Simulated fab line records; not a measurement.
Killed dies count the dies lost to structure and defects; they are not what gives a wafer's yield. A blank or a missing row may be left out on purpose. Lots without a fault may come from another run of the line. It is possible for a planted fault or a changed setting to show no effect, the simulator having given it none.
The same fault as seen by 3 desks / flow n5_finfet / each desk holds nothing but its own numbers, with what lay behind them at the end

== FOR THE TOOL OWNER'S DESK: ald_sin-04 ==
The tool's own readings at N5_SPACER0_ALD_07 (deposits SiNx, target thk 2 nm): means of the sampled wafers that have a number, for each lot that ran on this tool. The brackets show how far a lot's mean lies from the usual mean; more than 4 standard deviations puts the lot out of limits, marked OUT.
Columns: A = chamber_pressure_Torr at N5_SPACER0_ALD_07, usual 2.000 Torr; B = heater_power_w at N5_SPACER0_ALD_07, usual 836 W; C = susceptor_temp_C at N5_SPACER0_ALD_07, usual 399.99 C
lot=L936; first seen here=day 4 20:53; A=2.004; B=900; C=399.99
lot=L941; first seen here=day 6 01:01; A=2.003; B=829; C=399.70
lot=L950; first seen here=day 8 07:10; A=2.002; B=827; C=400.17
Finding of this desk: none of the 3 lots has anything out of limits.

== THE DEFECT DESK ==
Inspection counts along the route, by lot: the mean over sampled wafers that carry a number. The brackets show how far a lot's mean lies from the usual mean; more than 4 standard deviations puts the lot out of limits, marked OUT.
Columns: A = raw_defect_count at N5_DUMMY_GATE_INSPECT_27, usual 322; B = raw_defect_count at N5_SPACER0_INSPECT_04, usual 145; C = raw_defect_count at N5_SD_EPI_N_INSPECT_11, usual 2.1; D = raw_defect_count at N5_SD_EPI_N_INSPECT_26, usual 223; E = raw_defect_count at N5_SD_EPI_P_INSPECT_26, usual 189
lot=L931; first seen here=day 3 14:29; A=381; B=174; C=2.0; D=245; E=198
lot=L936; first seen here=day 4 19:24; A=351; B=149; C=1.0; D=244; E=186
lot=L941; first seen here=day 6 00:59; A=366; B=245; C=90.3 (+59) OUT; D=304; E=292
lot=L947; first seen here=day 7 11:25; A=293; B=129; C=2.0; D=210; E=188
lot=L948; first seen here=day 7 21:15; A=335; B=158; C=1.7; D=243; E=178
lot=L950; first seen here=day 8 07:08; A=294; B=140; C=1.0; D=216; E=208
lot=L951; first seen here=day 8 12:59; A=297; B=137; C=1.0; D=219; E=181
lot=L952; first seen here=day 8 18:04; A=455; B=204; C=2.3; D=257; E=246
This desk's finding: out of limits on L941; first on L941, day 6 01:55 (raw_defect_count at N5_SD_EPI_N_INSPECT_11). In limits: L931, L936, L947, L948, L950, L951, L952.

== AT THE METROLOGY DESK ==
What the gauges read for every lot (on any tool): the sampled wafers with a number, averaged. The brackets show how far a lot's mean lies from the usual mean; more than 4 standard deviations puts the lot out of limits, marked OUT. Readings shown: 7 of its 11, picked as those furthest out on some lot.
Columns: A = IOFF_N at N5_BEOL_M4_RC_MEAS_101, usual 0.157 nA/um; B = IOFF_P at N5_BEOL_M4_RC_MEAS_101, usual 0.22 nA/um; C = ION_N at N5_BEOL_M4_RC_MEAS_101, usual 675 uA/um; D = ION_P at N5_BEOL_M4_RC_MEAS_101, usual 465 uA/um; E = SS_P at N5_BEOL_M4_RC_MEAS_101, usual 73.3 mV/dec; F = VT_N at N5_BEOL_M4_RC_MEAS_101, usual 249.8 mV; G = VT_P at N5_BEOL_M4_RC_MEAS_101, usual -249 mV
lot=L931; first seen here=day 3 13:01; A=0.132; B=0.17; C=665; D=454; E=72.1; F=252.3; G=-254
lot=L936; first seen here=day 4 17:50; A=0.151; B=0.19; C=671; D=459; E=72.5; F=248.6; G=-250
lot=L941; first seen here=day 5 23:44; A=0.176; B=0.24; C=679; D=471; E=73.4; F=248.5; G=-246
lot=L947; first seen here=day 7 10:11; A=0.131; B=0.16; C=656; D=445; E=73.9; F=256.0; G=-257
lot=L948; first seen here=day 7 20:00; A=0.123; B=0.18; C=657; D=459; E=73.0; F=254.5; G=-251
lot=L950; first seen here=day 8 05:54; A=0.171; B=0.24; C=688; D=476; E=74.0; F=250.0; G=-248
lot=L951; first seen here=day 8 11:28; A=0.166; B=0.26; C=672; D=469; E=73.7; F=247.6; G=-246
lot=L952; first seen here=day 8 16:50; A=0.171; B=0.28; C=679; D=473; E=73.6; F=249.3; G=-244
Finding of this desk: none of the 8 lots has anything out of limits.

== BROUGHT TOGETHER ==
The defect desk could have raised an alarm at day 6 01:55, on L941.
Nothing out of limits was seen by the tool owner's desk.
The metrology desk saw nothing out of limits.
On record at the tool owner's desk: L941, within its limits.
The metrology desk has L941 on record, within its limits.
The lots listed all ran N5_SPACER0_ALD_07 on ald_sin-04.

== WHAT WAS PUT IN BY THE SIMULATOR ==
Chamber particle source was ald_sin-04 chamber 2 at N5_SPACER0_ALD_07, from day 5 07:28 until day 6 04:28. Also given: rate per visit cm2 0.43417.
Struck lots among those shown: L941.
Hours from the fault's start to each desk's first reading out of limits: the defect desk, 18.
